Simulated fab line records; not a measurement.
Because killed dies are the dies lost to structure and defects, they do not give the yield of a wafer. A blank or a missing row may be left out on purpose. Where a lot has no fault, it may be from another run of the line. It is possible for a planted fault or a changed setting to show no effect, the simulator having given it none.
fab line records    flow nand-harc    part 2 of 2: steps 5 to 6 of 6
[record] lots = 21  wafers = 63  last-day = 33
route steps=1302 shown A_CHANNEL_HOLE_D2@608 A_CHANNEL_FILL_D2@621 A_STAIRCASE@670
lots untouched by any fault: they come from a run of this same line in which no faults occurred
start-h: hours from the record's opening day to when the first of the lot's shown wafers began    wait-h: hours elapsed since this lot's preceding step    " identical to the entry in the row above    L1.1+2: a single row standing in for several wafers    - value missing, or start not given    * or withheld: withheld    < > ~ a bound
route shown NAME@n: a module of which the file shows steps, and the number in the route of the first    usual: the fault-free wafers' mean and standard deviation    same: alike in all rows    chamber/n: place in a boat    sites: the reading at each site    _std_site: their standard deviation    _edge_site: inner sites' mean taken away from outer sites' mean    radius-mm: for every site, how far away it sits from the centre of the wafer    mask NAME#n: copy n    behind: the last tool/chamber to shape the wafer    hold: what put the lot on hold/how long, in hours/how the hold closed    device: the n, p or np transistor that did not switch    end of line: the route-end tests of the same wafers    a step given without rows: its recipe and nothing more    killed: count of dies lost to structure and defects at first sort (not the wafer's yield)    map: a wafer's dies, marking killed ones x, the rest . and places with no die _
set.NAME: the run value of the setting; set.NAME@STEP: its run value at that earlier step    model.NAME: the simulator's own value behind a step, which no gauge read
a sample of lots followed through the steps of the route, with each step as a table and each wafer as a row
services: from which hour (start-h, from the record's first day; less than 0 if before it) a tool's chamber was out of use, for how many hours, and why
[[steps]]
[step NHARC_A_STAIRCASE_TRIM_20]
[recipe] time-s = 211.2  o2-flow-sccm = 500  ar-flow-sccm = 0  bias-w = 0  chemistry = O2
[usual] chamber-pressure-mTorr = 59.99/0.059  drypump-motor-current-A = 5.7/0.35  oes-product-au = 1.002/0.012  rf-vpp-V = 57.7/0.87  showerhead-plenum-p-Torr = 3.52/0.14  throttle-valve-pct = 17.036/0.0097
lot.wafer  tool         chamber  start-h  wait-h  chamber-pressure-mTorr  drypump-motor-current-A  oes-product-au  rf-hours-counter-h  rf-vpp-V  showerhead-plenum-p-Torr  throttle-valve-pct
L074.3     rie-diel-12  1        346.15   0.1     59.98                   5.6                      0.981           23                  57.9      3.38                      17.044
L074.5     "            2        "        "       59.90                   6.0                      0.990           -                   58.2      3.79                      17.042
L074.6     "            3        "        "       60.04                   5.1                      1.000           -                   57.9      3.56                      17.049
L075.2     rie-diel-02  3        361.18   0.1     60.05                   5.2                      1.005           45                  56.5      3.34                      17.022
L075.1     "            0        "        "       59.94                   6.1                      0.991           49                  56.7      3.52                      17.048
L075.5     "            0        "        "       59.94                   6.1                      0.993           -                   58.2      3.52                      17.043
L076.1     rie-diel-02  0        371.25   0.1     59.96                   6.1                      0.984           51                  57.5      3.52                      17.033
L076.3     "            2        "        "       60.00                   5.7                      1.007           47                  56.0      3.34                      17.026
L076.6     "            0        "        "       59.94                   6.1                      0.997           -                   58.0      3.52                      17.041
L078.2     rie-diel-12  1        390.84   0.1     59.87                   5.6                      0.988           41                  58.6      3.37                      17.051
L078.4     "            2        "        "       59.98                   6.0                      0.987           44                  58.7      3.78                      17.055
L078.5     "            1        "        "       60.09                   5.5                      0.984           -                   56.6      3.37                      17.016
L080.4     rie-diel-12  2        411.95   0.1     60.04                   6.0                      0.992           51                  58.7      3.78                      17.033
L080.6     "            0        "        "       59.92                   5.6                      1.008           -                   57.9      3.57                      17.038
L080.5     "            1        "        "       59.99                   5.5                      0.996           -                   57.4      3.36                      17.026
L082.4     rie-diel-12  1        433.40   0.1     60.10                   5.5                      0.993           57                  57.7      3.36                      17.051
L082.5     "            1        "        "       59.98                   5.5                      0.999           -                   56.5      3.36                      17.029
L082.6     "            2        "        "       60.08                   6.0                      1.003           -                   57.7      3.77                      17.039
L083.3     rie-diel-02  1        453.63   0.1     60.11                   6.0                      1.007           17                  57.6      3.56                      17.044
L083.6     "            1        "        "       60.00                   6.0                      0.998           -                   58.2      3.56                      17.041
L083.5     "            2        "        "       59.98                   5.7                      1.001           -                   57.6      3.33                      17.055
L084.2     rie-diel-09  0        454.35   0.1     59.95                   5.2                      1.003           41                  57.4      3.48                      17.018
L084.3     "            1        "        "       59.98                   6.2                      1.009           36                  56.7      3.62                      17.010
L084.6     "            3        "        "       59.92                   5.9                      1.011           -                   57.7      3.35                      17.031
L085.1     rie-diel-09  1        462.58   0.1     59.99                   6.2                      0.997           38                  57.3      3.62                      17.045
L085.4     "            2        "        "       59.95                   5.7                      1.028           46                  58.2      3.65                      17.040
L085.6     "            2        "        "       60.01                   5.7                      1.023           -                   58.4      3.65                      17.046
L086.2     rie-diel-12  0        471.30   0.1     60.04                   5.6                      1.011           6                   58.4      3.56                      17.041
L086.1     "            2        "        "       59.89                   6.0                      0.992           10                  58.4      3.76                      17.037
L086.6     "            1        "        "       59.87                   5.6                      1.005           -                   55.9      3.35                      17.028
L088.1     rie-diel-12  2        493.86   0.1     60.03                   6.0                      0.989           16                  58.2      3.76                      17.034
L088.2     "            3        "        "       59.96                   5.1                      1.011           13                  57.4      3.54                      17.034
L088.4     "            2        "        "       60.04                   6.0                      0.974           -                   59.5      3.76                      17.037
L087.3     rie-diel-12  0        497.51   0.1     59.88                   5.6                      1.007           14                  59.1      3.55                      17.044
L087.1     "            2        "        "       59.97                   6.0                      0.995           17                  58.7      3.76                      17.034
L087.4     "            3        "        "       59.98                   5.1                      1.017           -                   58.6      3.54                      17.037
L089.2     rie-diel-12  3        507.03   0.1     60.00                   5.1                      1.010           19                  57.7      3.53                      17.037
L089.3     "            1        "        "       59.97                   5.5                      0.993           18                  57.2      3.34                      17.037
L089.6     "            3        "        "       59.98                   5.1                      1.018           -                   58.7      3.53                      17.029
L091.4     rie-diel-09  0        508.27   0.8     59.98                   5.2                      1.001           0                   58.7      3.48                      17.053
L091.1     "            1        "        "       60.05                   6.2                      1.022           0                   57.6      3.62                      17.024
L091.6     "            0        "        "       59.92                   5.2                      0.998           -                   57.5      3.47                      17.047
L090.3     rie-diel-09  0        519.62   0.1     60.00                   5.2                      0.997           3                   58.5      3.47                      17.042
L090.6     "            2        "        "       60.07                   5.7                      0.992           -                   57.7      3.64                      17.041
L090.5     "            1        "        "       60.02                   6.2                      1.016           -                   57.3      3.61                      17.041
L092.3     rie-diel-02  2        528.58   0.1     60.01                   5.7                      1.005           37                  58.0      3.32                      17.039
L092.2     "            0        "        "       60.07                   6.1                      0.985           38                  58.3      3.49                      17.028
L092.5     "            1        "        "       60.08                   6.0                      1.005           -                   57.2      3.54                      17.015
L093.4     rie-diel-09  3        538.59   0.1     60.00                   5.9                      1.019           9                   58.2      3.34                      17.035
L093.1     "            1        "        "       59.96                   6.2                      1.024           11                  57.9      3.61                      17.039
L093.5     "            0        "        "       59.90                   5.2                      0.992           -                   56.2      3.47                      17.049
L094.1     rie-diel-02  2        550.66   0.1     60.02                   5.7                      0.998           45                  57.0      3.31                      17.019
L094.3     "            0        "        "       60.09                   6.1                      1.001           49                  57.8      3.49                      17.036
L094.5     "            1        "        "       59.86                   6.0                      0.999           -                   56.5      3.54                      17.044
L095.2     rie-diel-12  1        563.59   0.1     59.98                   5.5                      0.994           37                  56.7      3.33                      17.028
L095.4     "            3        "        "       59.99                   5.1                      1.005           40                  57.7      3.52                      17.028
L095.5     "            1        "        "       60.09                   5.5                      0.989           -                   56.7      3.33                      17.050
L096.1     rie-diel-12  3        563.95   0.1     60.23                   5.1                      1.000           40                  57.6      3.52                      17.035
L096.4     "            1        "        "       60.08                   5.6                      0.999           37                  57.1      3.33                      17.039
L096.5     "            0        "        "       60.03                   5.6                      0.998           -                   57.8      3.54                      17.050
L097.2     rie-diel-09  2        589.00   0.1     60.04                   5.7                      0.995           22                  58.8      3.63                      17.034
L097.3     "            1        "        "       59.91                   6.2                      1.007           23                  59.7      3.60                      17.053
L097.6     "            3        "        "       59.89                   5.9                      0.987           -                   58.2      3.33                      17.051
[step NHARC_A_STAIRCASE_TRIM_22]
[recipe] time-s = 211.2  o2-flow-sccm = 500  ar-flow-sccm = 0  bias-w = 0  chemistry = O2
[usual] chamber-pressure-mTorr = 59.99/0.057  drypump-motor-current-A = 5.7/0.35  oes-product-au = 1.004/0.012  rf-vpp-V = 57.9/0.92  showerhead-plenum-p-Torr = 3.53/0.14  throttle-valve-pct = 17.036/0.0092
lot.wafer  tool         chamber  start-h  wait-h  chamber-pressure-mTorr  drypump-motor-current-A  oes-product-au  rf-hours-counter-h  rf-vpp-V  showerhead-plenum-p-Torr  throttle-valve-pct
L074.3     rie-diel-12  1        -        -       59.97                   5.5                      0.989           23                  57.7      3.37                      17.044
L074.6     "            1        "        "       60.08                   5.5                      0.995           -                   56.9      3.37                      17.045
L074.5     "            2        "        "       59.96                   6.0                      1.000           -                   57.3      3.79                      17.042
L075.2     rie-diel-02  2        -        -       59.97                   5.7                      1.016           44                  57.6      3.34                      17.056
L075.1     "            0        "        "       60.05                   6.1                      1.002           49                  59.0      3.52                      17.047
L075.5     "            2        "        "       59.97                   5.7                      1.016           -                   56.4      3.34                      17.037
L076.3     rie-diel-02  2        -        -       59.97                   5.7                      1.010           47                  57.4      3.34                      17.021
L076.1     "            3        "        "       60.02                   5.2                      1.007           48                  57.2      3.34                      17.044
L076.6     "            1        "        "       59.97                   6.0                      1.002           -                   58.2      3.57                      17.026
L078.4     rie-diel-12  2        -        -       60.04                   6.0                      0.991           44                  58.7      3.78                      17.027
L078.2     "            0        "        "       60.03                   5.6                      0.994           39                  57.4      3.57                      17.037
L078.5     "            2        "        "       60.03                   6.0                      0.988           -                   58.0      3.78                      17.042
L080.4     rie-diel-12  3        -        -       59.96                   5.1                      1.010           47                  58.6      3.55                      17.026
L080.6     "            2        "        "       59.97                   6.0                      0.997           -                   57.2      3.78                      17.027
L080.5     "            3        "        "       60.02                   5.1                      1.007           -                   56.9      3.55                      17.047
L082.4     rie-diel-12  1        -        -       59.98                   5.5                      0.978           58                  57.2      3.36                      17.042
L082.6     "            0        "        "       59.97                   5.6                      1.000           -                   58.9      3.56                      17.043
L082.5     "            1        "        "       59.98                   5.5                      0.990           -                   57.2      3.36                      17.032
L083.3     rie-diel-02  2        -        -       60.05                   5.7                      1.018           15                  57.3      3.33                      17.025
L083.6     "            1        "        "       59.97                   6.0                      0.995           -                   58.6      3.56                      17.035
L083.5     "            2        "        "       59.97                   5.7                      1.004           -                   56.0      3.33                      17.036
L084.3     rie-diel-09  3        -        -       59.98                   5.9                      1.007           42                  56.8      3.35                      17.048
L084.2     "            0        "        "       60.01                   5.3                      1.009           41                  58.3      3.48                      17.024
L084.6     "            1        "        "       60.03                   6.2                      1.005           -                   58.5      3.62                      17.021
L085.4     rie-diel-09  3        -        -       60.04                   5.9                      1.009           44                  57.0      3.35                      17.041
L085.1     "            0        "        "       59.98                   5.2                      1.015           43                  57.2      3.48                      17.047
L085.6     "            2        "        "       59.96                   5.7                      1.015           -                   57.6      3.65                      17.034
L086.2     rie-diel-12  3        -        -       60.02                   5.1                      1.028           8                   56.3      3.54                      17.013
L086.1     "            0        "        "       59.90                   5.6                      1.015           6                   57.7      3.56                      17.040
L086.6     "            2        "        "       60.02                   6.0                      1.000           -                   58.0      3.76                      17.036
L088.1     rie-diel-12  2        -        -       60.00                   6.0                      0.997           16                  55.5      3.76                      17.041
L088.2     "            0        "        "       59.98                   5.6                      1.019           13                  57.8      3.55                      17.049
L088.4     "            2        "        "       60.02                   6.0                      0.977           -                   58.4      3.76                      17.045
L087.1     rie-diel-12  3        -        -       59.96                   5.1                      1.014           14                  58.1      3.54                      17.036
L087.3     "            0        "        "       60.00                   5.6                      1.005           14                  58.4      3.55                      17.022
L087.4     "            2        "        "       60.04                   6.0                      0.988           -                   57.1      3.76                      17.035
L091.1     rie-diel-09  3        -        -       60.10                   5.9                      1.019           0                   55.4      3.34                      17.034
L091.4     "            0        "        "       60.08                   5.2                      0.997           0                   56.9      3.47                      17.040
L091.6     "            3        "        "       60.03                   5.9                      1.012           -                   58.1      3.34                      17.047
L089.3     rie-diel-12  2        -        -       59.87                   6.0                      0.998           23                  58.3      3.76                      17.025
L089.2     "            3        "        "       59.90                   5.1                      1.014           23                  58.8      3.53                      17.036
L089.6     "            1        "        "       60.03                   5.6                      0.999           -                   58.2      3.34                      17.028
L090.3     rie-diel-09  2        -        -       59.96                   5.7                      0.990           4                   56.8      3.64                      17.024
L090.5     "            0        "        "       60.00                   5.2                      1.003           -                   58.3      3.47                      17.042
L090.6     "            1        "        "       60.01                   6.2                      1.021           -                   58.4      3.61                      17.043
L092.2     rie-diel-02  3        -        -       60.06                   5.2                      1.004           40                  58.0      3.31                      17.046
L092.3     "            0        "        "       60.04                   6.1                      0.999           38                  57.8      3.49                      17.028
L092.5     "            3        "        "       60.01                   5.2                      1.013           -                   56.8      3.31                      17.051
L093.4     rie-diel-09  0        -        -       59.93                   5.2                      0.998           13                  56.8      3.47                      17.028
L093.1     "            1        "        "       60.09                   6.2                      1.015           11                  57.3      3.61                      17.032
L093.5     "            3        "        "       60.03                   5.9                      1.019           -                   58.6      3.34                      17.033
L094.3     rie-diel-02  3        -        -       59.98                   5.2                      1.021           51                  57.1      3.31                      17.019
L094.1     "            0        "        "       60.01                   6.1                      1.003           49                  58.1      3.49                      17.016
L094.5     "            2        "        "       60.02                   5.7                      1.009           -                   59.2      3.31                      17.036
L095.4     rie-diel-12  2        -        -       60.03                   6.0                      0.985           40                  59.1      3.75                      17.043
L095.2     "            3        "        "       59.93                   5.1                      1.014           40                  58.0      3.52                      17.028
L095.5     "            1        "        "       60.05                   5.5                      1.004           -                   58.0      3.33                      17.026
L096.4     rie-diel-12  3        -        -       59.89                   5.1                      1.011           41                  59.6      3.52                      17.024
L096.1     "            0        "        "       59.95                   5.6                      0.993           40                  57.8      3.54                      17.035
L096.5     "            2        "        "       60.01                   6.0                      0.996           -                   57.6      3.75                      17.042
L097.2     rie-diel-09  0        -        -       59.79                   5.2                      1.008           26                  57.3      3.46                      17.044
L097.3     "            2        "        "       60.10                   5.7                      0.995           23                  57.5      3.63                      17.038
L097.6     "            0        "        "       59.97                   5.2                      1.009           -                   57.9      3.46                      17.031
[[services]]
tool         chamber  start-h  hours  kind
rie-diel-12  0        268.99   3.2    repair
rie-diel-12  -        269.15   9.0    pm
rie-diel-02  2        270.03   1.9    repair
rie-diel-08  2        292.48   4.4    repair
rie-diel-12  1        298.71   3.9    repair
rie-diel-12  -        317.28   0.4    repair
rie-diel-09  -        322.27   9.0    pm
rie-diel-08  -        346.28   3.4    repair
rie-diel-02  1        352.67   2.9    repair
rie-diel-09  1        362.60   6.4    repair
rie-diel-08  0        367.47   8.9    repair
rie-diel-08  -        367.80   9.0    pm
xsem-01      -        374.00   14.0   pm
rie-diel-09  -        382.34   0.5    repair
rie-diel-02  -        394.35   9.0    pm
xsem-02      -        397.72   1.8    repair
rie-diel-09  1        402.16   8.5    repair
rie-diel-02  0        426.05   19.7   repair
rie-diel-12  1        434.40   1.4    repair
rie-diel-12  -        446.70   9.0    pm
rie-diel-09  -        492.81   0.4    repair
rie-diel-09  -        499.27   9.0    pm
rie-diel-09  3        516.98   9.6    repair
rie-diel-09  -        569.71   7.4    repair
